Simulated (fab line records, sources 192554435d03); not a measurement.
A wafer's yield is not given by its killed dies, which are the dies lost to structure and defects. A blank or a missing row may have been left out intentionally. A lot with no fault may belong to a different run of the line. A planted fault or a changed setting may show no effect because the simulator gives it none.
Matching of chambers || flow n5Finfet || N5_BEOL_M4_VIA_ETCH_34 on rieDiel-02: 4 sister chambers
The step etches the open film in C4F6/O2, target depth 69.4 nm, time 65.9 s. 16 wafers are shown with their chamber, then 8 later ones without.

WAFERS, EACH WITH ITS CHAMBER
{"wafer": "L822.1", "chamber": 1, "throttleValvePct (%)": 30.6, "drypumpMotorCurrentA (A)": 6.3, "rfVppV (V)": 658}
{"wafer": "L822.2", "chamber": 2, "throttleValvePct (%)": 31.5, "drypumpMotorCurrentA (A)": 5.1, "rfVppV (V)": 650}
{"wafer": "L822.4", "chamber": 0, "throttleValvePct (%)": 30.6, "drypumpMotorCurrentA (A)": 6.5, "rfVppV (V)": 659}
{"wafer": "L821.1", "chamber": 1, "throttleValvePct (%)": 30.6, "drypumpMotorCurrentA (A)": 6.2, "rfVppV (V)": 659}
{"wafer": "L821.3", "chamber": 0, "throttleValvePct (%)": 30.6, "drypumpMotorCurrentA (A)": 6.5, "rfVppV (V)": 660}
{"wafer": "L821.5", "chamber": 3, "throttleValvePct (%)": 31.0, "drypumpMotorCurrentA (A)": 5.9, "rfVppV (V)": 634}
{"wafer": "L824.1", "chamber": 0, "throttleValvePct (%)": 30.6, "drypumpMotorCurrentA (A)": 6.5, "rfVppV (V)": 656}
{"wafer": "L824.2", "chamber": 3, "throttleValvePct (%)": 31.0, "drypumpMotorCurrentA (A)": 5.9, "rfVppV (V)": 635}
{"wafer": "L824.3", "chamber": 1, "throttleValvePct (%)": 30.6, "drypumpMotorCurrentA (A)": 6.2, "rfVppV (V)": 659}
{"wafer": "L828.2", "chamber": 0, "throttleValvePct (%)": 30.6, "drypumpMotorCurrentA (A)": 6.5, "rfVppV (V)": 659}
{"wafer": "L828.3", "chamber": 3, "throttleValvePct (%)": 31.0, "drypumpMotorCurrentA (A)": 5.9, "rfVppV (V)": 635}
{"wafer": "L828.5", "chamber": 1, "throttleValvePct (%)": 30.7, "drypumpMotorCurrentA (A)": 6.3, "rfVppV (V)": 658}
{"wafer": "L830.1", "chamber": 0, "throttleValvePct (%)": 30.6, "drypumpMotorCurrentA (A)": 6.5, "rfVppV (V)": 660}
{"wafer": "L830.3", "chamber": 3, "throttleValvePct (%)": 31.0, "drypumpMotorCurrentA (A)": 5.8, "rfVppV (V)": 635}
{"wafer": "L830.5", "chamber": 1, "throttleValvePct (%)": 30.7, "drypumpMotorCurrentA (A)": 6.3, "rfVppV (V)": 657}
{"wafer": "L835.2", "chamber": 2, "throttleValvePct (%)": 31.5, "drypumpMotorCurrentA (A)": 5.1, "rfVppV (V)": 650}

SIGNATURES, as means of the wafers listed above
{"reading": "throttleValvePct", "chamber 0": 30.600, "chamber 1": 30.640, "chamber 2": 31.500, "chamber 3": 31.000, "scatter within a chamber": 0.0316}
{"reading": "drypumpMotorCurrentA", "chamber 0": 6.500, "chamber 1": 6.260, "chamber 2": 5.100, "chamber 3": 5.875, "scatter within a chamber": 0.0403}
{"reading": "rfVppV", "chamber 0": 658.80, "chamber 1": 658.20, "chamber 2": 650.00, "chamber 3": 634.75, "scatter within a chamber": 1.09}
Rule: for each reading, subtract the chamber's mean from the wafer's reading, divide by that reading's scatter and square the result; add these up over the readings and take the root, which gives the wafer's distance from the chamber. The wafer belongs to the nearest chamber; if the next one is less than 2 further off, it can't be placed. How the scatter is found: for the shown wafers, subtract from each reading the mean of its chamber, square and add these, divide the total by (wafers less chambers), then take the root.

WAFERS WITHOUT THEIR CHAMBER
{"wafer": "L835.4", "throttleValvePct (%)": 30.6, "drypumpMotorCurrentA (A)": 6.5, "rfVppV (V)": 658}
{"wafer": "L835.5", "throttleValvePct (%)": 31.0, "drypumpMotorCurrentA (A)": 5.9, "rfVppV (V)": 634}
{"wafer": "L837.2", "throttleValvePct (%)": 31.0, "drypumpMotorCurrentA (A)": 5.9, "rfVppV (V)": 633}
{"wafer": "L837.3", "throttleValvePct (%)": 30.6, "drypumpMotorCurrentA (A)": 6.5, "rfVppV (V)": 658}
{"wafer": "L837.5", "throttleValvePct (%)": 30.2, "drypumpMotorCurrentA (A)": 6.3, "rfVppV (V)": 659}
{"wafer": "L839.1", "throttleValvePct (%)": 30.6, "drypumpMotorCurrentA (A)": 6.6, "rfVppV (V)": 659}
{"wafer": "L839.3", "throttleValvePct (%)": 30.2, "drypumpMotorCurrentA (A)": 6.3, "rfVppV (V)": 658}
{"wafer": "L839.5", "throttleValvePct (%)": 30.6, "drypumpMotorCurrentA (A)": 6.6, "rfVppV (V)": 658}

EACH ONE'S CHAMBER
{"wafer": "L835.4", "from the rows above": 0, "in truth": 0}
{"wafer": "L835.5", "from the rows above": 3, "in truth": 3}
{"wafer": "L837.2", "from the rows above": 3, "in truth": 3}
{"wafer": "L837.3", "from the rows above": 0, "in truth": 0}
{"wafer": "L837.5", "from the rows above": "can't be placed: 0 or 1", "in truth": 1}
{"wafer": "L839.1", "from the rows above": 0, "in truth": 0}
{"wafer": "L839.3", "from the rows above": "can't be placed: 0 or 1", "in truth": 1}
{"wafer": "L839.5", "from the rows above": 0, "in truth": 0}
Correctly placed: 6 of 8. Can't be placed from these rows: 2 (the true chamber is among the candidates in 2). Wrongly placed: 0.
